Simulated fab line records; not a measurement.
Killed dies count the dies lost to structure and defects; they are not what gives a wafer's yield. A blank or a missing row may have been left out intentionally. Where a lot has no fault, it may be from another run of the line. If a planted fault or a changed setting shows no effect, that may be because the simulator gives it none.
fab line records    flow n5_finfet
record: lots: 10  wafers: 30  last_day: 17
route steps=1938 shown BEOL_M8@1333 PASSIVATION@1936
lots untouched by any fault: they come from a run of this same line in which no faults occurred
start_h: the number of hours between the record's first day and the start of the first shown wafer of the lot    wait_h: time in hours since the lot's previous step    " repeats the value in the row above    L1.1+2: one row covering several wafers at once    - no value present, or no start provided    * or withheld: withheld    < > ~ a bound
route shown NAME@n: NAME is a module with steps in the file, n the number in the route of the first one    usual: mean/standard deviation of fault-free wafers    same: alike in all rows    chamber/n: place in a boat    sites: readings site by site    _std_site: the values' standard deviation    _edge_site: the outer-site mean with the inner-site mean subtracted    radius_mm: how far each site lies from the wafer's centre    mask NAME#n: copy n    behind: the most recent tool/chamber to have shaped the wafer    hold: cause of the lot's hold/its duration in hours/its outcome    device: whichever transistor did not switch (one of n, p or np)    end of line: the same wafers' tests at the end of the route    for a step that has no rows: nothing shown but its recipe    killed: count of dies lost to structure and defects at first sort (not the wafer's yield)    map: per-die view of a wafer (x killed, . not killed, _ where there is no die)
set.NAME: the setting that was run; set.NAME@STEP: the one run at that earlier step    model.NAME: the simulator's own value behind a step, which no gauge read
the route's steps for a sample of lots (tables are steps, rows are wafers)
services: the hour from which a tool's chamber was out of use, counted from the record's first day as start_h (under 0 if before that day), plus the number of hours and why
== steps ==
step: N5_BEOL_M8_CURE_74
recipe: temp_c: 385  time_s: 240  ambient: He/Ar  material: SiCOH_lowk
usual: lamp_power_pct: 52.31/0.057  wafer_temp_C_max: 386.7/0.83
lot.wafer  tool        chamber  start_h  wait_h  lamp_power_pct  wafer_temp_C_max
L582.2     uv_cure-02  2        205.49   0.1     52.34           385.8
L582.3     "           2        "        "       52.31           385.9
L582.4     "           2        "        "       52.30           386.2
L580.4     uv_cure-03  0        206.23   0.3     52.29           387.8
L580.5     "           0        "        "       52.34           388.3
L580.6     "           0        "        "       52.29           387.3
L584.1     uv_cure-01  1        224.72   0.6     52.24           387.2
L584.2     "           1        "        "       52.34           387.3
L584.4     "           1        "        "       52.25           387.5
L585.1     uv_cure-03  2        230.98   0.2     52.35           387.4
L585.3     "           2        "        "       52.22           387.0
L585.4     "           2        "        "       52.38           387.7
L588.1     uv_cure-03  0        253.02   0.0     52.24           388.3
L588.4     "           0        "        "       52.24           388.3
L588.5     "           0        "        "       52.31           387.3
L589.3     uv_cure-03  2        254.96   0.2     52.34           388.0
L589.5     "           2        "        "       52.24           388.6
L589.6     "           2        "        "       52.34           387.1
L593.1     uv_cure-03  1        290.67   0.0     52.30           386.3
L593.5     "           1        "        "       52.36           386.1
L593.6     "           1        "        "       52.33           386.4
L599.1     uv_cure-03  1        322.66   0.2     52.29           385.4
L599.2     "           1        "        "       52.37           385.8
L599.6     "           1        "        "       52.22           385.7
L598.1     uv_cure-02  0        322.80   0.0     52.30           389.0
L598.4     "           0        "        "       52.40           388.4
L598.6     "           0        "        "       52.29           387.8
L600.3     uv_cure-03  0        331.90   0.2     52.31           387.7
L600.4     "           0        "        "       52.28           386.9
L600.6     "           0        "        "       52.28           387.4
step: N5_BEOL_M8_EXPOSE_25
recipe: mask_id: V7  na: 0.33  source_shape: annular  sigma_inner: 0.4  sigma_outer: 0.8  polarization: unpolarized  target_cd_nm: 40  dose_mj: 42.5
lot.wafer   tool            chamber  start_h  wait_h  mask
L582.2+3+4  euv_scanner-02  0        207.71   -       V7#0
L580.4+5+6  euv_scanner-02  0        211.46   -       V7#0
L584.1+2+4  euv_scanner-01  0        227.90   -       V7#0
L585.1+3+4  euv_scanner-01  0        234.12   -       V7#0
L588.1+4+5  euv_scanner-01  0        258.72   -       V7#0
L589.3+5+6  euv_scanner-01  0        258.81   -       V7#0
L593.1+5+6  euv_scanner-02  0        296.96   -       V7#0
L599.1+2+6  euv_scanner-02  0        328.09   -       V7#0
L598.1+4+6  euv_scanner-02  0        329.39   -       V7#0
L600.3+4+6  euv_scanner-02  0        339.37   -       V7#0
step: N5_BEOL_M8_OVL_MEAS_29
recipe: points_per_wafer: 522
usual: V7_OVL: -0.5/0.7
lot.wafer  tool        chamber  start_h  wait_h  V7_OVL[nm]
L582.2     overlay-02  0        207.87   0.0     0.1
L582.3     "           0        "        "       -0.5
L582.4     "           0        "        "       0.5
L580.4     overlay-01  0        211.62   0.0     -1.7
L580.5     "           0        "        "       -0.5
L580.6     "           0        "        "       -1.3
L584.1     overlay-02  0        228.07   0.0     -1.0
L584.2     "           0        "        "       -0.4
L584.4     "           0        "        "       -1.4
L585.1     overlay-01  0        234.28   0.0     -0.5
L585.3     "           0        "        "       -0.1
L585.4     "           0        "        "       -0.6
L588.1     overlay-01  0        258.89   0.0     3.4
L588.4     "           0        "        "       3.4
L588.5     "           0        "        "       4.9
L589.3     overlay-02  0        258.97   0.0     5.0
L589.5     "           0        "        "       5.0
L589.6     "           0        "        "       4.8
L593.1     overlay-02  0        297.12   0.0     -1.0
L593.5     "           0        "        "       -1.4
L593.6     "           0        "        "       -1.1
L599.1     overlay-01  0        328.25   0.0     -0.9
L599.2     "           0        "        "       0.6
L599.6     "           0        "        "       0.3
L598.1     overlay-01  0        329.56   0.0     -0.3
L598.4     "           0        "        "       -0.1
L598.6     "           0        "        "       -0.8
L600.3     overlay-02  0        339.53   0.0     0.7
L600.4     "           0        "        "       -0.8
L600.6     "           0        "        "       -0.5
step: N5_BEOL_M8_ETCH_72
recipe: chemistry: N2/H2  target: underlayer  target_depth_a: 65  mask_material: CAR-EUV  time_s: 5.2  ion_energy_ev: 200  pressure_mtorr: 30  source_w: 840  bias_w: 150  n2_flow_sccm: 200  h2_flow_sccm: 200  ends: cleared
usual: drypump_motor_current_A: 5.5/0.56  etch_rf_on_time_s: 5.24/0.18  oes_product_au: 0.66/0.078  rf_vpp_V: 523.5/3  showerhead_plenum_p_Torr: 2.53/0.091  throttle_valve_pct: 17.8/0.33
lot.wafer  tool         chamber  start_h  wait_h  drypump_motor_current_A  etch_rf_on_time_s  oes_product_au  rf_hours_counter_h  rf_vpp_V  showerhead_plenum_p_Torr  throttle_valve_pct
L582.2     rie_diel-03  3        208.05   0.0     6.4                      5.04               0.65            141                 521.3     2.44                      18.2
L582.3     "            2        "        "       4.7                      5.05               0.83            3                   522.9     2.51                      17.5
L582.4     "            0        "        "       5.2                      5.35               0.73            23                  529.6     2.69                      17.6
L580.4     rie_diel-03  0        211.73   0.0     5.2                      5.40               0.73            24                  527.6     2.69                      17.6
L580.5     "            0        "        "       5.2                      5.40               0.73            -                   528.9     2.69                      17.5
L580.6     "            1        "        "       5.4                      5.13               0.74            -                   523.5     2.46                      17.2
L584.1     rie_diel-01  3        228.20   0.0     5.8                      5.55               0.74            24                  522.0     2.48                      17.4
L584.2     "            2        "        "       5.6                      5.04               0.77            33                  529.2     2.70                      17.3
L584.4     "            0        "        "       6.0                      5.31               0.58            228                 526.9     2.62                      18.0
L585.1     rie_diel-01  1        234.41   0.0     5.9                      5.23               0.59            201                 526.9     2.61                      18.0
L585.3     "            3        "        "       5.7                      5.49               0.73            26                  523.8     2.48                      17.4
L585.4     "            1        "        "       5.9                      5.19               0.60            -                   526.3     2.61                      17.9
L588.1     rie_diel-01  0        259.01   0.0     6.0                      5.34               0.57            240                 525.7     2.62                      18.0
L588.4     "            1        "        "       5.9                      5.21               0.59            211                 525.9     2.61                      18.0
L588.5     "            1        "        "       5.9                      5.23               0.58            -                   526.4     2.61                      18.0
L589.3     rie_diel-05  2        259.09   0.0     6.2                      5.14               0.60            220                 517.2     2.42                      18.3
L589.5     "            3        "        "       4.8                      5.10               0.59            -                   526.5     2.63                      17.9
L589.6     "            2        "        "       6.2                      5.16               0.58            -                   520.3     2.42                      18.3
L593.1     rie_diel-05  3        297.27   0.0     4.8                      5.12               0.59            231                 525.0     2.63                      17.9
L593.5     "            3        "        "       4.8                      5.15               0.59            -                   526.0     2.62                      18.0
L593.6     "            2        "        "       6.2                      5.26               0.57            -                   520.6     2.42                      18.3
L599.1     rie_diel-03  0        328.38   0.0     5.2                      5.34               0.69            62                  528.7     2.67                      17.6
L599.2     "            2        "        "       4.7                      5.17               0.75            42                  522.6     2.49                      17.6
L599.6     "            3        "        "       6.5                      5.16               0.62            -                   520.8     2.43                      18.2
L598.1     rie_diel-03  0        329.68   0.0     5.2                      5.35               0.70            62                  527.1     2.67                      17.6
L598.4     "            2        "        "       4.7                      5.13               0.75            43                  521.5     2.49                      17.6
L598.6     "            2        "        "       4.7                      5.20               0.74            -                   522.2     2.49                      17.6
L600.3     rie_diel-03  1        339.65   0.0     5.4                      5.03               0.70            79                  519.5     2.44                      17.3
L600.4     "            3        "        "       6.4                      5.16               0.61            185                 518.4     2.42                      18.3
L600.6     "            0        "        "       5.2                      5.41               0.68            -                   527.2     2.67                      17.6
step: N5_BEOL_M8_VIA_ETCH_34
recipe: chemistry: C4F6/O2  target: SiCOH_lowk  target_depth_a: 1255  mask_material: SOC  taper_deg: 4  time_s: 50.5  ion_energy_ev: 250  pressure_mtorr: 30  source_w: 345  bias_w: 185  Ar_flow_sccm: 300  C4F6_flow_sccm: 10  O2_flow_sccm: 10
usual: drypump_motor_current_A: 5.5/0.56  oes_product_au: 0.77/0.091  rf_vpp_V: 659/13  showerhead_plenum_p_Torr: 2.84/0.11  throttle_valve_pct: 20.82/0.26
lot.wafer  tool         chamber  start_h  wait_h  drypump_motor_current_A  oes_product_au  rf_hours_counter_h  rf_vpp_V  showerhead_plenum_p_Torr  throttle_valve_pct
L582.2     rie_diel-03  3        208.20   0.0     6.4                      0.75            141                 656       2.72                      21.08
L582.3     "            2        "        "       4.7                      0.97            3                   655       2.79                      20.45
L582.4     "            0        "        "       5.2                      0.86            23                  670       3.07                      20.88
L580.4     rie_diel-03  0        211.87   0.0     5.2                      0.87            25                  669       3.07                      20.90
L580.5     "            0        "        "       5.2                      0.88            -                   670       3.07                      20.92
L580.6     "            1        "        "       5.4                      0.85            -                   658       2.79                      20.48
L584.1     rie_diel-01  3        228.34   0.0     5.7                      0.86            24                  674       2.78                      20.45
L584.2     "            2        "        "       5.6                      0.90            33                  659       3.02                      20.50
L584.4     "            0        "        "       6.0                      0.67            228                 679       2.91                      20.86
L585.1     rie_diel-01  1        234.55   0.0     5.9                      0.69            201                 685       2.91                      20.93
L585.3     "            3        "        "       5.7                      0.85            26                  675       2.78                      20.45
L585.4     "            1        "        "       5.9                      0.70            -                   686       2.91                      20.89
L588.1     rie_diel-01  0        259.16   0.0     6.0                      0.67            240                 679       2.90                      20.88
L588.4     "            1        "        "       5.9                      0.69            211                 684       2.91                      20.90
L588.5     "            1        "        "       5.9                      0.69            -                   685       2.91                      20.91
L589.3     rie_diel-05  2        259.23   0.0     6.2                      0.69            220                 638       2.72                      21.26
L589.5     "            3        "        "       4.8                      0.70            -                   663       2.93                      20.92
L589.6     "            2        "        "       6.2                      0.69            -                   637       2.72                      21.25
L593.1     rie_diel-05  3        297.42   0.0     4.8                      0.69            231                 661       2.93                      20.94
L593.5     "            3        "        "       4.8                      0.69            -                   663       2.93                      20.94
L593.6     "            2        "        "       6.3                      0.68            -                   637       2.71                      21.26
L599.1     rie_diel-03  0        328.52   0.0     5.2                      0.82            62                  670       3.05                      20.95
L599.2     "            2        "        "       4.7                      0.88            42                  653       2.77                      20.53
L599.6     "            3        "        "       6.4                      0.71            -                   654       2.71                      21.15
L598.1     rie_diel-03  0        329.83   0.0     5.3                      0.81            62                  668       3.05                      20.94
L598.4     "            2        "        "       4.8                      0.87            43                  653       2.77                      20.52
L598.6     "            2        "        "       4.7                      0.88            -                   653       2.77                      20.53
L600.3     rie_diel-03  1        339.79   0.0     5.4                      0.81            79                  657       2.78                      20.54
L600.4     "            3        "        "       6.5                      0.71            185                 654       2.70                      21.17
L600.6     "            0        "        "       5.2                      0.80            -                   669       3.05                      20.95
step: N5_PASSIVATION_PROBE_49
usual: defect_limited_yield: 91.5/1.3  killed_at_M0_to_M3: 36/10  killed_at_M4_up: 13/4.7  killed_at_contacts: 13/6.7  killed_at_front_end: 37/9.7  killed_at_other: 2.6/2.3  killed_dies: 101/15  killed_on_rim: 14/4.3  killed_open: 67/12  killed_short: 32/6.7  sort_bin_4_leakage: 0.0/0.31  sort_bin_5_function: 5.0/0.89  sort_bin_6_memory: 3.2/0.63  sort_bin_8_speed: 0.01/0.03  sort_n_pass: 1079/16  sort_yield_pct: 91.4/1.4
same: gross_dies: 1180  killed_at_back_side: 0
lot.wafer  tool       chamber  start_h  wait_h  defect_limited_yield[%]  killed_at_M0_to_M3  killed_at_M4_up  killed_at_contacts  killed_at_front_end  killed_at_other  killed_dies  killed_on_rim  killed_open  killed_short  sort_bin_4_leakage[%]  sort_bin_5_function[%]  sort_bin_6_memory[%]  sort_bin_8_speed[%]  sort_n_pass  sort_yield_pct[%]
L589.3     prober-02  -        335.92   0.1     90.8                     33                  7                5                   63                   0                108          23             55           43            0                      5.2                     2.8                   0                    1072         90.8
killed by level:class
L589.3 STI_FIN_REVEAL:geometric_particle:open=17 BEOL_M0_SAQP:geometric_particle:short=14 HKMG_FIN:area_etch=10 FIN_SAQP:geometric_particle:short=8 GATE_CUT:geometric_particle:short=6 FIN_SAQP:geometric_particle:open=4 GATE_CUT:geometric_particle:open=4 BEOL_M1:geometric_particle:open=4
== services ==
tool            chamber  start_h  hours  kind
euv_scanner-01  -        182.92   0.5    repair
uv_cure-02      -        183.19   11.1   repair
euv_scanner-02  -        196.67   4.6    pm
euv_scanner-02  -        202.25   1.0    pm
euv_scanner-01  -        204.96   12.0   pm
uv_cure-03      -        207.59   1.0    pm
euv_scanner-01  -        220.55   1.0    pm
rie_diel-05     3        226.98   4.9    repair
rie_diel-01     2        234.02   5.6    repair
euv_scanner-02  -        235.44   0.3    repair
rie_diel-05     2        241.81   11.7   repair
uv_cure-01      -        247.24   3.4    pm
euv_scanner-02  -        258.40   1.0    pm
uv_cure-02      -        259.52   7.5    pm
euv_scanner-01  -        276.70   1.0    pm
rie_diel-05     1        284.48   2.8    repair
euv_scanner-01  -        294.02   4.6    pm
euv_scanner-01  -        301.77   1.8    repair
euv_scanner-02  -        314.59   1.0    pm
uv_cure-02      -        323.28   1.0    pm
euv_scanner-01  -        329.09   2.9    repair
rie_diel-01     1        330.90   18.3   repair
euv_scanner-01  -        332.85   1.0    pm
rie_diel-05     1        334.52   2.8    repair
== key ==
first_sign: step: N5_BEOL_M8_OVL_MEAS_29  reading: V7_OVL  direction: up  sigmas: 7.1  usual: -0.5  struck: 4.4
effect none on later readings
met_at N5_BEOL_M8_EXPOSE_25
struck_lots L588,L589
baseline_loss: step: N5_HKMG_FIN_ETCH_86  wafers: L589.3
not_acting_at N5_BEOL_M8_CURE_74,N5_BEOL_M8_ETCH_72,N5_BEOL_M8_VIA_ETCH_34
onset_between 234.12 258.72
fault: kind: scanner_matching_overlay  tool: euv_scanner-01  chamber: -  onset_h: 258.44  steps: N5_BEOL_M8_EXPOSE_25  offset: 5.1552
baseline_loss: these wafers lose ten dies or more at that step, a loss of the line's own and not of a fault; the sort's usual values leave them out
